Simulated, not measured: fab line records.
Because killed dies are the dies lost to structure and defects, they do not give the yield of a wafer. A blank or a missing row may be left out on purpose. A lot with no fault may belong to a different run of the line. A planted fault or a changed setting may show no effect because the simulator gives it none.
Chamber matching / flow n5_finfet / N5_HKMG_FIN_ETCH_32 on rie_diel-01: 4 sister chambers
The step etches SOC in N2/H2, target depth 240 nm, time 300 s. 8 wafers are shown with their chamber, then 10 later ones without.

## EACH WAFER AND ITS CHAMBER
wafer=L077.5; chamber=0; drypump_motor_current_A (A)=5.6; showerhead_plenum_p_Torr (Torr)=2.63
wafer=L080.1; chamber=0; drypump_motor_current_A (A)=5.5; showerhead_plenum_p_Torr (Torr)=2.63
wafer=L080.3; chamber=1; drypump_motor_current_A (A)=6.1; showerhead_plenum_p_Torr (Torr)=2.58
wafer=L080.4; chamber=2; drypump_motor_current_A (A)=4.8; showerhead_plenum_p_Torr (Torr)=2.54
wafer=L084.2; chamber=2; drypump_motor_current_A (A)=4.8; showerhead_plenum_p_Torr (Torr)=2.54
wafer=L084.5; chamber=3; drypump_motor_current_A (A)=5.2; showerhead_plenum_p_Torr (Torr)=2.52
wafer=L086.4; chamber=1; drypump_motor_current_A (A)=6.2; showerhead_plenum_p_Torr (Torr)=2.57
wafer=L086.5; chamber=3; drypump_motor_current_A (A)=5.2; showerhead_plenum_p_Torr (Torr)=2.52

## WAFERS WITH NO CHAMBER GIVEN
wafer=L086.6; drypump_motor_current_A (A)=5.6; showerhead_plenum_p_Torr (Torr)=2.62
wafer=L093.1; drypump_motor_current_A (A)=5.2; showerhead_plenum_p_Torr (Torr)=2.51
wafer=L093.3; drypump_motor_current_A (A)=5.6; showerhead_plenum_p_Torr (Torr)=2.62
wafer=L093.5; drypump_motor_current_A (A)=5.6; showerhead_plenum_p_Torr (Torr)=2.62
wafer=L094.1; drypump_motor_current_A (A)=5.6; showerhead_plenum_p_Torr (Torr)=2.62
wafer=L094.2; drypump_motor_current_A (A)=5.3; showerhead_plenum_p_Torr (Torr)=2.51
wafer=L094.5; drypump_motor_current_A (A)=5.2; showerhead_plenum_p_Torr (Torr)=2.51
wafer=L095.3; drypump_motor_current_A (A)=5.6; showerhead_plenum_p_Torr (Torr)=2.62
wafer=L095.5; drypump_motor_current_A (A)=4.8; showerhead_plenum_p_Torr (Torr)=2.53
wafer=L095.6; drypump_motor_current_A (A)=5.2; showerhead_plenum_p_Torr (Torr)=2.51

## WHICH CHAMBER EACH WENT THROUGH
wafer=L086.6; from the rows above=0; in truth=0
wafer=L093.1; from the rows above=3; in truth=3
wafer=L093.3; from the rows above=0; in truth=0
wafer=L093.5; from the rows above=0; in truth=0
wafer=L094.1; from the rows above=0; in truth=0
wafer=L094.2; from the rows above=3; in truth=3
wafer=L094.5; from the rows above=3; in truth=3
wafer=L095.3; from the rows above=0; in truth=0
wafer=L095.5; from the rows above=2; in truth=2
wafer=L095.6; from the rows above=3; in truth=3
10 of 10 placed correctly. Number that these rows cannot place: 0. Wrongly placed: 0.
How it was worked out, from the rows above alone: a wafer's distance from a chamber is the root of the sum, over the readings, of the square of ((its reading less the chamber's mean) divided by the reading's scatter). The wafer belongs to the nearest chamber; if the next one is less than 2 further off, it can't be placed. The mean given for a chamber averages the wafers shown for that chamber. The scatter: the root of (the sum of the squares of (reading less its chamber's mean) over the shown wafers, divided by (wafers less chambers)).
